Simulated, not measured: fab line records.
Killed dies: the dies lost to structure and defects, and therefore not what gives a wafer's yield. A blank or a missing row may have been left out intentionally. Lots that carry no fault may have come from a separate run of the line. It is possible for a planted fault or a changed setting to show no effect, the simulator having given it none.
A struck lot beside a sound one -- flow n5 finfet -- 18 out of 1938 route steps
Sound: wafers L214.1, L214.2, L214.6. Struck: wafer L200.5. (L200.1, L200.4 of the same lot were not struck and are left out.) The cause comes at the end.
Per side, at each step with rows, come the tool, then ch with its chambers, and then its first start. Under that, the readings that differ: sound wafers -- struck wafers -- difference of the means -- sigmas: that difference in standard deviations of wafers without a fault.
alike: a reading whose means differ by less than 2 such deviations, as well as words and numbers matching on both sides. not compared: withheld readings; readings where some wafer has no value; bounds like >300 that might hide an equal value; numbers whose values overlap and for which the record gives no deviation.
The two part at a step that has a row with sigmas, a row that says differs or no value, or rows on one side only. When numbers do not overlap yet have no deviation, they are printed without sigmas and do not part them. A reading that every wafer of one side lacks parts them only if that side has two wafers or more.

N5_BEOL_M1_ANNEAL_82: time 240 s.
  sound on pvd sputter-02 at day 10 14:57; struck on pvd sputter-03 at day 7 01:48
  alike: heater power w
then, 7 steps without rows for these wafers: N5_BEOL_M1_SPUTTER_86 (material Cu, target thk 4.5 nm, time 8.29 s); N5_BEOL_M1_ANNEAL_87 (time 240 s); N5_BEOL_M1_SPUTTER_88 (material Cu, target thk 4.5 nm, time 8.29 s); N5_BEOL_M1_ANNEAL_89 (time 240 s); N5_BEOL_M1_SPUTTER_90 (material Cu, target thk 4.5 nm, time 8.29 s); N5_BEOL_M1_ANNEAL_91 (time 240 s); N5_BEOL_M1_SPUTTER_92 (material Cu, target thk 4.5 nm, time 8.29 s).
N5_BEOL_M1_ANNEAL_93: time 240 s.
  sound on pvd sputter-02 at day 10 15:50; struck on pvd sputter-03 at day 7 02:41
  alike: heater power w
then, 1 step without rows for these wafers: N5_BEOL_M1_SPUTTER_94 (material Cu, target thk 4.5 nm, time 8.29 s).
N5_BEOL_M1_ANNEAL_95: time 240 s.
  sound on pvd sputter-02 at day 10 16:03; struck on pvd sputter-03 at day 7 02:54
  alike: heater power w
N5_BEOL_M1_SPUTTER_96: material Cu, target thk 4.5 nm, time 8.29 s.
  sound on pvd sputter-02 at day 10 16:11; struck on pvd sputter-03 at day 7 03:02
  alike: throttle valve pct
N5_BEOL_M1_ECD_50: material Cu, target thk 300 nm.
  sound on ecd cu-02 ch 0,1, day 10 16:19; struck on ecd cu-02 ch 0, day 7 03:10
reading,sound,struck,difference,sigmas
model.Cu_of_BEOL_M1_ECD_50.thk nm (nm),302.4 298.2 301.2,400.6,+100.0,
N5_BEOL_M1_ANNEAL_51: time 90 s.
  sound on rtp anneal-02 ch 0, day 10 16:23; struck on rtp anneal-02 ch 0, day 7 03:24
  alike: anneal temp c max, wafer_temp_C_max
N5_BEOL_M1_CMP_52: polishes, stops on SiOC, t overpolish 6.8 s, target thk 40 nm.
  sound on cmp-03 ch 0,1,3, day 10 16:41; struck on cmp-04 ch 2, day 7 03:42
reading,sound,struck,difference,sigmas
platen rpm (rpm),50.06 50.03 49.96,49.93,-0.09,-2
time to endpoint s (s),63.3 63.5 61.5,86.3,+23.5,+9
  alike: motor current A
N5_BEOL_M1_THK_MEAS_53: measures by xrf.
  sound on film metro-02 at day 10 16:59; struck on film metro-01 at day 7 03:59
  alike: M1_THK
-- the record jumps here: 3 days lie between the struck wafers' starts before and after (it left off in module BEOL_M1 and takes up again in module BEOL_M4, whose first step shown is number 1111 of the route) --
N5_BEOL_M4_RC_MEAS_101:
  sound on prober-01 ch 0, day 13 14:28; struck on prober-02 ch 0, day 9 18:14
  alike: DIBL_N, DIBL_P, IOFF_N, IOFF_P, ION_N, ION_P, SS_N, SS_P, VT_N, VT_P
following that, these wafers have no rows for 1 step: N5_PASSIVATION_PROBE_49.

## WHERE THEY PART
N5_BEOL_M1_CMP_52 only, going by this record. Later steps at which nothing parts them and some readings are alike: N5_BEOL_M1_THK_MEAS_53, N5_BEOL_M4_RC_MEAS_101.

WHY: what the simulator had put in
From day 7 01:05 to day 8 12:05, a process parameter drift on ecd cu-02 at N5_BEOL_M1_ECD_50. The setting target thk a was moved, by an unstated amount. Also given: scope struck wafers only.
